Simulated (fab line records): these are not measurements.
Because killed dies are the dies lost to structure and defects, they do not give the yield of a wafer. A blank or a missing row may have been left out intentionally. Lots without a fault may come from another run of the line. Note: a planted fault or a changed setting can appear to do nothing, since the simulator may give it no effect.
Split-lot trial	flow n5Finfet	on a route of 1938 steps: 7 lots, 21 wafers read

== THE SPLIT ==
At N5_BEOL_M4_DESCUM_16 (chemistry O2, time 7 s), the setting timeS was moved away from the recipe's 7 s on 4 of the 21 wafers read, by -22.1% to +18.1%. The other wafers ran this setting at the recipe's value.

There is no step in the file separating the split from the reading.

== THE READING ==
CAR-EUV_of_BEOL_M4_COAT_05.thkNm (the simulator's own value, which no gauge read), in nm, at N5_BEOL_M4_ETCH_74 (etches underlayer in N2/H2, target depth 6.5 nm, time 5.2 s). There is no usual value for it anywhere in the file. Across the 17 wafers here that went through the recipe, the average is 20.3 nm and the standard deviation 0.12 nm.

wafer	tool, chamber at the split	timeS as run, s	against the recipe	CAR-EUV_of_BEOL_M4_COAT_05.thkNm, nm	against lot-mates on the recipe
L079.2	rieDiel-01, 3,0	7	recipe	20.4	-
L079.4	rieDiel-01, 1	7	recipe	20.4	-
L079.3	rieDiel-01, 3,0	7	recipe	20.2	-
L081.3	rieDiel-05, 2	7	recipe	20.4	-
L081.5	rieDiel-05, 3	6.392	-8.7%	20.6	+0.3
L081.6	rieDiel-05, 2	7	recipe	20.2	-
L085.1	rieDiel-03, 2	7	recipe	20.2	-
L085.4	rieDiel-03, 0	7	recipe	20.2	-
L085.6	rieDiel-03, 3	8.269	+18.1%	19.4	-0.8
L088.2	rieDiel-03, 0	7	recipe	20.4	-
L088.4	rieDiel-03, 2	7	recipe	20.4	-
L088.3	rieDiel-03, 1	7.852	+12.2%	20	-0.4
L089.2	rieDiel-01, 2,3,2	7	recipe	20.4	-
L089.6	rieDiel-01, 2,3,2	7	recipe	20.4	-
L089.5	rieDiel-01, 2,3,2	7	recipe	20.2	-
L094.2	rieDiel-03, 3,2	7	recipe	20.4	-
L094.3	rieDiel-03, 3,2	7	recipe	20.4	-
L094.4	rieDiel-03, 0	7	recipe	20.6	-
L096.1	rieDiel-05, 1,0	7	recipe	20.2	-
L096.4	rieDiel-05, 1,0	7	recipe	20.2	-
L096.2	rieDiel-05, 3	5.453	-22.1%	21	+0.8
When a row names more than one chamber, that row covers several wafers, and the file does not tell which wafer ran in which chamber.

THE FIT
A straight line over all 21 wafers: CAR-EUV_of_BEOL_M4_COAT_05.thkNm changes by -0.0366 nm for each +1% of timeS; r = -0.90; the points scatter about the line by 0.13 nm.
The same after taking each lot's own level away (the mean of its wafers on the recipe; 21 wafers): -0.0381 nm for each +1%; r = -0.96; scatter 0.079 nm.
Per that fit: largest timeS move, reading shift of 0.84 nm.
Across the lots, their own levels run from 20.20 to 20.47 nm, a range of 2.3 times the standard deviation given above.
The two slopes are in agreement: the lot-to-lot level therefore moves the slope only a little.
Check: for one of the wafers moved furthest among these (-22.1%), held out of the fit, the line's prediction against its lot-mates is +0.876 nm. It came out at +0.8 nm against them.

== THE WHOLE CHAIN: every reading that the file lists as answering this split, in the file's order ==
step	what it does	reading	change (the file's fit)	r (the file's)
N5_BEOL_M4_DESCUM_16	chemistry O2, time 7 s	CAR-EUV_of_BEOL_M4_COAT_05.thkNm (the simulator's own value, which no gauge read)	-0.0341 nm for each +1% of the setting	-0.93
N5_BEOL_M4_ETCH_74	etches underlayer in N2/H2, target depth 6.5 nm, time 5.2 s	CAR-EUV_of_BEOL_M4_COAT_05.thkNm (the simulator's own value, which no gauge read)	-0.0381 nm for each +1% of the setting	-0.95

== FILE'S OWN FIT ==
CAR-EUV_of_BEOL_M4_COAT_05.thkNm changes by -0.0381 nm for each +1% of timeS, r = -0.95.
